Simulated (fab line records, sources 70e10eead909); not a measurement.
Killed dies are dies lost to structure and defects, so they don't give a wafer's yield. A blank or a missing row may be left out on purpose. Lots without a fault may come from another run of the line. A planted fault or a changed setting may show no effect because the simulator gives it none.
Chamber matching | flow nand_harc | NHARC_A_CHANNEL_FILL_D1_ALD_14 on ald_hk-01: 4 sister chambers
The step deposits SiO2, target thk 2.5 nm, pulse time 10 s, ald cycles 25. 8 wafers are shown with their chamber, then 7 later ones without.

WAFERS WITH THEIR CHAMBER
wafer  | chamber | heater_power_w (W) | susceptor_temp_C (C)
L088.4 | 1       | 449                | 299.81
L090.2 | 1       | 445                | 299.94
L090.6 | 2       | 514                | 299.61
L092.2 | 2       | 519                | 300.03
L092.5 | 0       | 446                | 300.03
L092.6 | 3       | 504                | 300.08
L094.2 | 3       | 512                | 299.63
L094.3 | 0       | 439                | 300.00

WAFERS WITHOUT THEIR CHAMBER
wafer  | heater_power_w (W) | susceptor_temp_C (C)
L094.5 | 453                | 299.68
L096.4 | 433                | 300.24
L096.5 | 440                | 300.39
L096.6 | 523                | 299.71
L095.1 | 523                | 300.23
L095.2 | 454                | 300.10
L095.4 | 504                | 300.02

WHICH CHAMBER EACH WENT THROUGH
wafer  | from the rows above     | in truth
L094.5 | can't be placed: 1 or 0 | 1
L096.4 | can't be placed: 0 or 1 | 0
L096.5 | can't be placed: 0 or 1 | 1
L096.6 | can't be placed: 2 or 3 | 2
L095.1 | can't be placed: 2 or 3 | 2
L095.2 | can't be placed: 1 or 0 | 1
L095.4 | can't be placed: 3 or 2 | 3
Placed correctly: 0 of 7. Can't be placed from these rows: 7 (the true chamber is among the candidates in 7). Placed wrongly: 0.
How it was worked out, from the rows above alone: a wafer's distance from a chamber is the root of the sum, over the readings, of the square of ((its reading less the chamber's mean) divided by the reading's scatter). The wafer belongs to the nearest chamber; if the next one is less than 2 further off, it can't be placed. A chamber's mean is the mean of its shown wafers. The scatter: the root of (the sum of the squares of (reading less its chamber's mean) over the shown wafers, divided by (wafers less chambers)).
